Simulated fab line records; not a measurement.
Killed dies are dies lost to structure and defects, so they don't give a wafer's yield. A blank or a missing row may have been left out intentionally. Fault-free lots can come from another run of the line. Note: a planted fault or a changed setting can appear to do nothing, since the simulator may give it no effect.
Comparing a struck lot with a sound one -- flow n5_finfet -- 38 steps out of a route of 1938
Sound: these wafers, L431.1, L431.2, L431.6. Wafers L426.1, L426.4 were the ones struck. The cause comes at the end.
Each step with rows lists, per side, the tool, then ch with its chambers, then its first start. Under that, the readings that differ: sound wafers -- struck wafers -- difference of the means -- sigmas: that difference in standard deviations of wafers without a fault.
alike: a reading whose means differ by less than 2 such deviations, as well as words and numbers matching on both sides. not compared: withheld readings; readings where some wafer has no value; bounds like >300 that might hide an equal value; numbers whose values overlap and for which the record gives no deviation.
The two part at a step that has a row with sigmas, a row that says differs or no value, or rows on one side only. Numbers that don't overlap but have no deviation are shown without sigmas and don't part them. A reading that every wafer of one side lacks parts them only if that side has two wafers or more.

first, 9 steps without rows for these wafers: N5_BEOL_M9_DESCUM_33 (chemistry O2, time 7 s); N5_BEOL_M9_ETCH_76 (etches underlayer in N2/H2, target depth 6.5 nm, time 5.2 s); N5_BEOL_M9_ETCH_65 (etches SiARC in CF4, target depth 15.6 nm, time 26 s); N5_BEOL_M9_ETCH_66 (etches SOC in N2/H2, target depth 80 nm, overetch 16 nm, time 120 s); N5_BEOL_M9_STRIP_69 (strips in N2/H2); N5_BEOL_M9_STRIP_77 (strips in N2/H2); N5_BEOL_M9_VIA_ETCH_34 (etches SiCOH lowk in C4F6/O2, target depth 182.4 nm, time 68.4 s); N5_BEOL_M9_STRIP_73 (strips in C4F6/O2); N5_BEOL_M9_STRIP_36 (strips in N2/H2).
N5_BEOL_M9_TRENCH_ETCH_37: etches SiCOH lowk in C4F6/O2, target depth 151.43 nm, time 49 s.
  sound on rie_diel-01 ch 0,1, day 14 03:20; struck on rie_diel-02 ch 0,3, day 13 20:54
reading,sound,struck,difference,sigmas
model.etch.depth_nm (nm),149.1 147.1 148,122.5 124.4,-24.6,
model.BEOL_M9.feature_depth_nm (nm),149 147 148,122.6 124.4,-24.5,
model.TiN_of_BEOL_M9_HM_DEP_02.thk_nm (nm),15.6 15.8 16,16.8 16.4,+0.8,
  alike: drypump_motor_current_A, oes_o_777_au, oes_product_au, rf_vpp_V, showerhead_plenum_p_Torr, throttle_valve_pct
  not compared: rf_hours_counter_h
then, 2 steps without rows for these wafers: N5_BEOL_M9_ETCH_41 (etches SiCN in CH3F/O2, target depth 36.6 nm, time 70.1 s); N5_BEOL_M9_STRIP_80 (strips in N2/H2, time 10 s).
N5_BEOL_M9_OCD_MEAS_38:
  sound on ocd-01, day 14 03:31; struck on ocd-01, day 13 21:05
reading,sound,struck,difference,sigmas
trench_depth_nm (nm),148.8 147.3 148.2,122.7 124.5,-24.5,-10
then, 13 steps without rows for these wafers: N5_BEOL_M9_HM_STRIP_39 (strips TiN in peroxide tin strip, target depth 25 nm, time 158 s); N5_BEOL_M9_SRD_40 (time 30 s); N5_BEOL_M9_PRECLEAN_42 (cleans in residue remover, time 60 s); N5_BEOL_M9_SRD_43 (time 30 s); N5_BEOL_M9_CURE_72 (cures SiCOH lowk, time 120 s); N5_BEOL_M9_DEGAS_44 (time 60 s); N5_BEOL_M9_PRE_CLEAN_45 (time 30 s); N5_BEOL_M9_ALD_74 (deposits TaN, target thk 2 nm, pulse time 2 s, purge time 3 s); N5_BEOL_M9_SURFACE_TREAT_79; N5_BEOL_M9_CVD_78 (deposits Co from CCTBA/H2, target thk 2 nm, time 138.9 s); N5_BEOL_M9_SPUTTER_48 (material Cu, target thk 12 nm, time 2 s); N5_BEOL_M9_ECD_50 (material Cu, target thk 318 nm); N5_BEOL_M9_ANNEAL_51 (time 90 s).
N5_BEOL_M9_CMP_52: polishes, stops on SiCOH lowk, t overpolish 7 s, target thk 140 nm.
  sound on cmp-03 ch 2,3, day 14 05:49; struck on cmp-03 ch 0,2, day 13 23:35
reading,sound,struck,difference,sigmas
model.Cu_of_BEOL_M9_ECD_50.thk_nm (nm),138.8 136.6 137.4,111 112.8,-26,
  alike: edge_zone_pressure_frac, motor_current_A
  not compared: pad_life_wafers
N5_BEOL_M9_THK_MEAS_53: measures by xrf.
  sound on film_metro-01, day 14 06:06; struck on film_metro-02, day 13 23:50
reading,sound,struck,difference,sigmas
M9_THK (nm),141.4 138.5 140.4,112.2 113.6,-27.2,-9
then, 2 steps without rows for these wafers: N5_BEOL_M9_PRE_CLEAN_55 (time 15 s); N5_BEOL_M9_DEP_56 (deposits SiCN from 3MS/NH3, target thk 15 nm, time 26.5 s).
N5_BEOL_M9_RS_MEAS_57: the measuring method here is four-point-probe.
  sound on film_metro-01, day 14 06:14; struck on film_metro-02, day 13 23:58
reading,sound,struck,difference,sigmas
M9_RS (ohm/sq),0.152 0.155 0.154,0.195 0.192,+0.040,+12
then, 5 steps without rows for these wafers: N5_BEOL_M10_ILD_DEP_00 (deposits SiCOH lowk from DEMS/porogen, target thk 308.51 nm, time 58 s); N5_BEOL_M10_CURE_71 (cures SiCOH lowk, time 240 s); N5_BEOL_M10_PECVD_70 (deposits SiO2 from TEOS/O2, target thk 20 nm, time 22.7 s); N5_BEOL_M10_HM_DEP_02 (deposits TiN, target thk 20 nm); N5_BEOL_M10_COAT_59 (time 60 s, resist thk 100 nm).
-- here the record skips 2 days between the struck wafers' starts before and after, leaving off in module BEOL_M10 and picking up in module BEOL_M15 (first step shown: number 1830 of the route) --
N5_BEOL_M15_RC_MEAS_101:
  sound on prober-02 ch 0, day 16 01:13; struck on prober-01 ch 0, day 16 00:43
reading,sound,struck,difference,sigmas
COMB_M12 (S/m),6e-12 1.08e-11 7.2e-12,4.4e-12 4.2e-12,-3.7e-12,-2
SERP_M9 (ohm/um),3.17 3.17 3.18,4.01 3.89,+0.78,+11
SERP_M9_max_site (ohm/um),3.22 3.23 3.24,4.11 4.25,+0.95,+11
  alike: COMB_M10, COMB_M11, COMB_M13, COMB_M14, COMB_M15, COMB_M5, COMB_M6, COMB_M7, COMB_M8, SERP_M10, SERP_M11, SERP_M12, SERP_M13, SERP_M13_max_site, SERP_M14, SERP_M5, SERP_M6, SERP_M7, SERP_M8
N5_PASSIVATION_PROBE_49:
  sound on prober-01, day 16 16:20; struck on prober-02, day 16 14:22
  alike: defect_limited_yield, killed_at_M0_to_M3, killed_at_M4_up, killed_at_contacts, killed_at_front_end, killed_at_other, killed_dies, killed_open, killed_short, sort_bin_5_function, sort_bin_6_memory, sort_bin_8_speed, sort_n_pass, sort_yield_pct

== WHERE THEY PART ==
At N5_BEOL_M9_OCD_MEAS_38 first; at N5_BEOL_M15_RC_MEAS_101 last (within this record only). Later steps at which nothing parts them and some readings are alike: N5_PASSIVATION_PROBE_49.

WHY: whatever the simulator had introduced
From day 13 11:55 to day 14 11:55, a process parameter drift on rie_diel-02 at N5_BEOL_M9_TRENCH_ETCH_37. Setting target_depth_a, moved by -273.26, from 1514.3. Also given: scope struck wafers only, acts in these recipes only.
